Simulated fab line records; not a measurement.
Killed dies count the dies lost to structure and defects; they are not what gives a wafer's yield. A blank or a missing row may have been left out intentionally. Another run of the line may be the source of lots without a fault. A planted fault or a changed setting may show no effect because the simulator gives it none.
Which tool did it?    flow nandHarc    18 wafers from 6 lots sampled at 5 of the route's 1159 steps

== WHAT EACH GAUGE READ, for each wafer ==
NHARC_END_SORT_01.
lot   measured      on         killedAtArray
L845  day 26 08:29  prober-02  39

== TOOL THAT RAN EACH LOT (tool first, then ch and the chambers of the sampled wafers, then the start) ==
lot   NHARC_A_STAIRCASE_ETCH_23                     NHARC_A_STAIRCASE_TRIM_26                     NHARC_A_STAIRCASE_ETCH_190                    NHARC_A_STAIRCASE_TRIM_198
L830  rieDiel-13 ch 0,2,3, day 11 19:37 or earlier  rieDiel-13 ch 1,2,3, day 11 19:37 or earlier  rieDiel-11 ch 1,2,3, day 11 19:37 or earlier  rieDiel-13 ch 0,1,2, day 11 19:37
L831  rieDiel-09 ch 1,2, day 11 19:34 or earlier    rieDiel-09 ch 0,1,3, day 11 19:34 or earlier  rieDiel-13 ch 1,2, day 11 19:34 or earlier    rieDiel-11 ch 1,2,3, day 11 19:34
L833  rieDiel-11 ch 0,1,3, day 12 01:46 or earlier  rieDiel-11 ch 1,2,3, day 12 01:46 or earlier  rieDiel-11 ch 0,1,2, day 12 01:46 or earlier  rieDiel-09 ch 1,2, day 12 01:46
L836  rieDiel-11 ch 0,2,3, day 13 00:32 or earlier  rieDiel-11 ch 0,2,3, day 13 00:32 or earlier  rieDiel-11 ch 0,3, day 13 00:32 or earlier    rieDiel-11 ch 1,2,3, day 13 00:32
L837  rieDiel-09 ch 0,3, day 13 10:35 or earlier    rieDiel-09 ch 0,2,3, day 13 10:35 or earlier  rieDiel-09 ch 0,3, day 13 10:35 or earlier    rieDiel-11 ch 1,2,3, day 13 10:35
L845  rieDiel-13 ch 1,2,3, day 15 11:56 or earlier  rieDiel-13 ch 0,1,3, day 15 11:56 or earlier  rieDiel-13 ch 0,1,2, day 15 11:56 or earlier  rieDiel-09 ch 0,2,3, day 15 11:56
- NHARC_A_STAIRCASE_ETCH_23: etches the open film in C4F8/O2, target depth 100 nm, time 40.5 s.
- NHARC_A_STAIRCASE_TRIM_26: chemistry O2, time 211.2 s.
- NHARC_A_STAIRCASE_ETCH_190: etches the open film in C4F8/O2, target depth 100 nm, time 40.5 s.
- NHARC_A_STAIRCASE_TRIM_198: chemistry O2, time 211.2 s.

== THE ANSWER, worked out from the rows above alone ==
Rule: what is usual is taken from the lots themselves. The widest of any qualifying gaps counts: lots, ordered by their means at a reading, are off when they make up no more than a third of the lots, leave a main group of 4 or more, and stand apart from it by 3 or more times the standard deviation of that group's means. Not used: any main group whose means are identical at the precision the tables above print for the reading. Also off: a lot with no number at a reading for which 4 or more lots have one. All remaining lots with rows at the step are treated as sound.
Nothing can be told from this: no lot is off at any reading shown.

== WHAT THE SIMULATOR HAD PUT IN ==
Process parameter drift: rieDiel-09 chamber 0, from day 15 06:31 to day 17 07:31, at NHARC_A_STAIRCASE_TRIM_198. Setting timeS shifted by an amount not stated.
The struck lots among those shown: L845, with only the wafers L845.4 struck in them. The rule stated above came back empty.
